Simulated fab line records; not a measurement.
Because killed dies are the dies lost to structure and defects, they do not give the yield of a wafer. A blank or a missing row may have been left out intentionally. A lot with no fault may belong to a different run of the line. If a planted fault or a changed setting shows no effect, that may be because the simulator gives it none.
Struck lot and sound lot, side by side + flow n5Finfet + 16 out of 1938 route steps
Sound: wafers L485.1, L485.3, L485.4. Struck: wafers L479.2, L479.3, L479.5. At the end, the cause is stated.
Order at every step that has rows: each side's tool, ch and its chambers, its first start. Under that, the readings that differ: sound wafers + struck wafers + difference of the means + sigmas: that difference in standard deviations of wafers without a fault.
alike: same words and numbers on both sides, and readings whose means sit less than 2 such deviations apart. not compared: any withheld reading, any reading some wafer has no value for, any bound like >300 that may hide the same value, and any number with overlapping values for which the record gives no deviation.
Wherever a step has rows on one side only, a row that says differs or no value, or a row with sigmas, the two part there. Numbers that have no deviation but don't overlap get no sigmas and don't part them. Lack of a reading on every wafer of one side parts them only where that side has two or more wafers.

first, 3 steps without rows for these wafers: N5_FIN_CUT_PRECLEAN_36 (cleans in O3/DIW, time 60 s); N5_FIN_CUT_SRD_32 (time 30 s); N5_FIN_CUT_UV_OZONE_34 (time 120 s).
N5_FIN_CUT_INSPECT_17: inspects for defects (brightfield).
  sound on defectInspect-01, day 7 09:44; struck on defectInspect-01, day 5 23:37
  alike: rawDefectCount
N5_STI_FIN_REVEAL_ALD_00: deposits SiO2, target thk 1 nm, pulse time 1 s.
  sound on aldSin-03 ch 1,2,3, day 7 09:46; struck on aldSin-02 ch 0,1,3, day 5 23:55
  alike: heaterPowerW, precursorPulseHeightRel
N5_STI_FIN_REVEAL_ALD_14: deposits Si3N4, target thk 3 nm.
  sound on aldSin-03 ch 1,2,3, day 7 09:49; struck on aldSin-02 ch 0,1,3, day 5 23:58
  alike: heaterPowerW
then, 2 steps without rows for these wafers: N5_STI_FIN_REVEAL_FCVD_FILL_01 (material SiO2 flowable, target thk 312 nm, time 512.2 s); N5_STI_FIN_REVEAL_DENSIFY_02 (time 1800 s).
N5_STI_FIN_REVEAL_CMP_04: polishes, stops on Si3N4, t overpolish 4 s, target thk 131.83 nm.
  sound on cmp-04 ch 1,2,3, day 7 14:55; struck on cmp-02 ch 0,2,3, day 6 05:00
  alike: motorCurrentA, overpolishRunS, timeToEndpointS
N5_STI_FIN_REVEAL_THK_MEAS_05:
  sound on filmMetro-02, day 7 15:10; struck on filmMetro-02, day 6 05:17
  alike: thkNm
N5_STI_FIN_REVEAL_DENSIFY_30:
  sound on rtpAnneal-02 ch 0, day 7 15:21; struck on rtpAnneal-02 ch 0, day 6 05:29
  alike: lampPowerPct, lamp_zone_6_pct
  not compared: wafer_temp_C_max
N5_STI_FIN_REVEAL_ETCHBACK_08: etches SiO2 in C4F6/O2, target depth 30.5 nm, time 10.167 s.
  sound on rieDiel-03 ch 0,1,3, day 7 15:37; struck on rieDiel-06 ch 0,2, day 6 05:40
  alike: drypumpMotorCurrentA, oesProductAu, rfVppV, showerheadPlenumPTorr, throttleValvePct
  not compared: rfHoursCounterH
N5_STI_FIN_REVEAL_STRIP_24: strips in N2/H2, time 90 s.
  sound on rieDiel-03 ch 0,1,3, day 7 15:40; struck on rieDiel-06 ch 0,2, day 6 05:43
  no value came back on the struck wafers for any of 8 readings (biasPowerW (W), chamberPressureMTorr (mTorr) and others); on the sound wafers biasPowerW (W) reads 2.989 2.991 2.987
then, 1 step without rows for these wafers: N5_STI_FIN_REVEAL_PRECLEAN_25 (cleans in SPM, time 90 s).
-- a jump in the record: the struck wafers' starts before and after are 6 days apart (it breaks off in module STI_FIN_REVEAL and resumes in module BEOL_M4, where the first step shown is number 1111 of the route) --
N5_BEOL_M4_RC_MEAS_101:
  sound on prober-01 ch 0, day 13 10:23; struck on prober-01 ch 0, day 12 03:19
  alike: DIBL_N, DIBL_P, IOFF_N, IOFF_P, ION_N, ION_P, SS_N, SS_P, VT_N, VT_P
-- here the record skips 4 days between the struck wafers' starts before and after, leaving off in module BEOL_M4 and picking up in module PASSIVATION (first step shown: number 1936 of the route) --
N5_PASSIVATION_PROBE_49:
  sound on prober-01, day 17 10:22; struck on prober-01, day 16 12:20
| reading                | sound    | struck | difference | sigmas |
|------------------------|----------|--------|------------|--------|
| sort_bin_4_leakage (%) | 0 0 0.25 | 0 0 0  | +0         | -3     |
  alike: defectLimitedYield, killed_at_M0_to_M3, killed_at_M4_up, killedAtContacts, killedAtFrontEnd, killedAtOther, killedDies, killedOpen, killedShort, sort_bin_5_function, sort_bin_6_memory, sort_bin_8_speed, sortNPass, sortYieldPct

WHERE THEY PART
First at N5_STI_FIN_REVEAL_STRIP_24; last, within this record, at N5_PASSIVATION_PROBE_49.

WHY: what the simulator had put in
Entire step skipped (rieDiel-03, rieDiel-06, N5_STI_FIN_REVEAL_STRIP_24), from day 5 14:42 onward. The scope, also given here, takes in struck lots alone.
